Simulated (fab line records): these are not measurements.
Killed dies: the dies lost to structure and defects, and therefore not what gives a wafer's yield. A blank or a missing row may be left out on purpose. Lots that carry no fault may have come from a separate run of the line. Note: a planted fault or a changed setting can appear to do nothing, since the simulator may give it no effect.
Split-lot study / flow n5Finfet / on a route of 1938 steps: 7 lots, 21 wafers read

## ABOUT THE SPLIT
At N5_BEOL_M9_COAT_05 (resist thk 90 nm), the setting spinRpm was moved away from the recipe's 1500 rpm on 10 of the 21 wafers read, by -9.1% to +9.6%. This setting was run at the recipe's value on the other wafers.

## FROM THE SPLIT TO THE READING: what the file shows between them, 4 steps
- N5_BEOL_M9_EBR_07
- N5_BEOL_M9_SOFTBAKE_06: time 60 s
- N5_BEOL_M9_EXPOSE_08: exposes mask M9
- N5_BEOL_M9_PEB_09: peb time 60 s

## THE READING
CAR-ArF_of_BEOL_M9_COAT_05.thkNm (the simulator's own value, which no gauge read), in nm, at N5_BEOL_M9_DEVELOP_10 (develop time 30 s). No usual value for it is given in the file. The 11 wafers here that ran the recipe average 88.3 nm, standard deviation 0.25 nm.

wafer=L074.2; tool, chamber at the split=lithoTrack-02, 0; spinRpm as run, rpm=1435; against the recipe=-4.3%; CAR-ArF_of_BEOL_M9_COAT_05.thkNm, nm=90; against lot-mates on the recipe=+1.6
wafer=L074.4; tool, chamber at the split=lithoTrack-02, 0; spinRpm as run, rpm=1435; against the recipe=-4.3%; CAR-ArF_of_BEOL_M9_COAT_05.thkNm, nm=90.4; against lot-mates on the recipe=+2.0
wafer=L074.6; tool, chamber at the split=lithoTrack-02, 0; spinRpm as run, rpm=1500; against the recipe=recipe; CAR-ArF_of_BEOL_M9_COAT_05.thkNm, nm=88.4; against lot-mates on the recipe=-
wafer=L077.1; tool, chamber at the split=lithoTrack-05, 0; spinRpm as run, rpm=1610; against the recipe=+7.3%; CAR-ArF_of_BEOL_M9_COAT_05.thkNm, nm=85; against lot-mates on the recipe=-3.0
wafer=L077.2; tool, chamber at the split=lithoTrack-05, 0; spinRpm as run, rpm=1610; against the recipe=+7.3%; CAR-ArF_of_BEOL_M9_COAT_05.thkNm, nm=84.6; against lot-mates on the recipe=-3.4
wafer=L077.4; tool, chamber at the split=lithoTrack-05, 0; spinRpm as run, rpm=1500; against the recipe=recipe; CAR-ArF_of_BEOL_M9_COAT_05.thkNm, nm=88; against lot-mates on the recipe=-
wafer=L078.2; tool, chamber at the split=lithoTrack-03, 0; spinRpm as run, rpm=1644; against the recipe=+9.6%; CAR-ArF_of_BEOL_M9_COAT_05.thkNm, nm=84.8; against lot-mates on the recipe=-3.7
wafer=L078.3; tool, chamber at the split=lithoTrack-03, 0; spinRpm as run, rpm=1500; against the recipe=recipe; CAR-ArF_of_BEOL_M9_COAT_05.thkNm, nm=88.4; against lot-mates on the recipe=-
wafer=L078.6; tool, chamber at the split=lithoTrack-03, 0; spinRpm as run, rpm=1500; against the recipe=recipe; CAR-ArF_of_BEOL_M9_COAT_05.thkNm, nm=88.6; against lot-mates on the recipe=-
wafer=L087.1; tool, chamber at the split=lithoTrack-05, 0; spinRpm as run, rpm=1500; against the recipe=recipe; CAR-ArF_of_BEOL_M9_COAT_05.thkNm, nm=88.4; against lot-mates on the recipe=-
wafer=L087.6; tool, chamber at the split=lithoTrack-05, 0; spinRpm as run, rpm=1500; against the recipe=recipe; CAR-ArF_of_BEOL_M9_COAT_05.thkNm, nm=88.4; against lot-mates on the recipe=-
wafer=L087.2; tool, chamber at the split=lithoTrack-05, 0; spinRpm as run, rpm=1500; against the recipe=recipe; CAR-ArF_of_BEOL_M9_COAT_05.thkNm, nm=88.6; against lot-mates on the recipe=-
wafer=L089.4; tool, chamber at the split=lithoTrack-03, 0; spinRpm as run, rpm=1500; against the recipe=recipe; CAR-ArF_of_BEOL_M9_COAT_05.thkNm, nm=88.2; against lot-mates on the recipe=-
wafer=L089.6; tool, chamber at the split=lithoTrack-03, 0; spinRpm as run, rpm=1500; against the recipe=recipe; CAR-ArF_of_BEOL_M9_COAT_05.thkNm, nm=88.2; against lot-mates on the recipe=-
wafer=L089.5; tool, chamber at the split=lithoTrack-03, 0; spinRpm as run, rpm=1500; against the recipe=recipe; CAR-ArF_of_BEOL_M9_COAT_05.thkNm, nm=88; against lot-mates on the recipe=-
wafer=L091.2; tool, chamber at the split=lithoTrack-02, 0; spinRpm as run, rpm=1369; against the recipe=-8.7%; CAR-ArF_of_BEOL_M9_COAT_05.thkNm, nm=92.6; against lot-mates on the recipe=no lot-mate on the recipe
wafer=L091.6; tool, chamber at the split=lithoTrack-02, 0; spinRpm as run, rpm=1369; against the recipe=-8.7%; CAR-ArF_of_BEOL_M9_COAT_05.thkNm, nm=92.6; against lot-mates on the recipe=no lot-mate on the recipe
wafer=L091.5; tool, chamber at the split=lithoTrack-02, 0; spinRpm as run, rpm=1369; against the recipe=-8.7%; CAR-ArF_of_BEOL_M9_COAT_05.thkNm, nm=92.8; against lot-mates on the recipe=no lot-mate on the recipe
wafer=L090.1; tool, chamber at the split=lithoTrack-03, 0; spinRpm as run, rpm=1363; against the recipe=-9.1%; CAR-ArF_of_BEOL_M9_COAT_05.thkNm, nm=92.4; against lot-mates on the recipe=+4.6
wafer=L090.4; tool, chamber at the split=lithoTrack-03, 0; spinRpm as run, rpm=1500; against the recipe=recipe; CAR-ArF_of_BEOL_M9_COAT_05.thkNm, nm=87.8; against lot-mates on the recipe=-
wafer=L090.6; tool, chamber at the split=lithoTrack-03, 0; spinRpm as run, rpm=1363; against the recipe=-9.1%; CAR-ArF_of_BEOL_M9_COAT_05.thkNm, nm=92.2; against lot-mates on the recipe=+4.4

FIT RESULTS
A straight line over all 21 wafers: CAR-ArF_of_BEOL_M9_COAT_05.thkNm changes by -0.454 nm for each +1% of spinRpm; r = -0.99; the points scatter about the line by 0.34 nm.
The same after taking each lot's own level away (the mean of its wafers on the recipe; 18 wafers): -0.446 nm for each +1%; r = -0.99; scatter 0.24 nm.
According to that fit, moving spinRpm by its largest amount changes the reading by 4.3 nm.
From 87.80 to 88.50 nm: that is the span of the lots' own levels, equal to 2.9 times the standard deviation above.
The two slopes are in agreement: the lot-to-lot level therefore moves the slope only a little.
Check: for one of the wafers moved furthest among these (+9.6%), held out of the fit, the line's prediction against its lot-mates is -4.41 nm. It came out at -3.7 nm against them.

## FURTHER SPLITS ON THESE WAFERS
Before the reading, these wafers also passed through other splits. Each is held against what the fit with the lots' levels taken away leaves over:
other split on the same wafers=N5_BEOL_M7_ETCH_41 sourceW; wafers away from the commonest value=6; r with CAR-ArF_of_BEOL_M9_COAT_05.thkNm (lot level and that fit taken away)=+0.18
other split on the same wafers=N5_BEOL_M8_COAT_60 spinRpm; wafers away from the commonest value=8; r with CAR-ArF_of_BEOL_M9_COAT_05.thkNm (lot level and that fit taken away)=+0.43

## THE WHOLE CHAIN: every reading that the file lists as answering this split, in the file's order
step=N5_BEOL_M9_COAT_05; what it does=resist thk 90 nm; reading=CAR-ArF_of_BEOL_M9_COAT_05.thkNm (the simulator's own value, which no gauge read); change (the file's fit)=-0.44 nm for each +1% of the setting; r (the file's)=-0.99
step=N5_BEOL_M9_DEVELOP_10; what it does=develop time 30 s; reading=CAR-ArF_of_BEOL_M9_COAT_05.thkNm (the simulator's own value, which no gauge read); change (the file's fit)=-0.435 nm for each +1% of the setting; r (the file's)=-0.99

## FILE'S OWN FIT
CAR-ArF_of_BEOL_M9_COAT_05.thkNm changes by -0.435 nm for each +1% of spinRpm, r = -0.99.
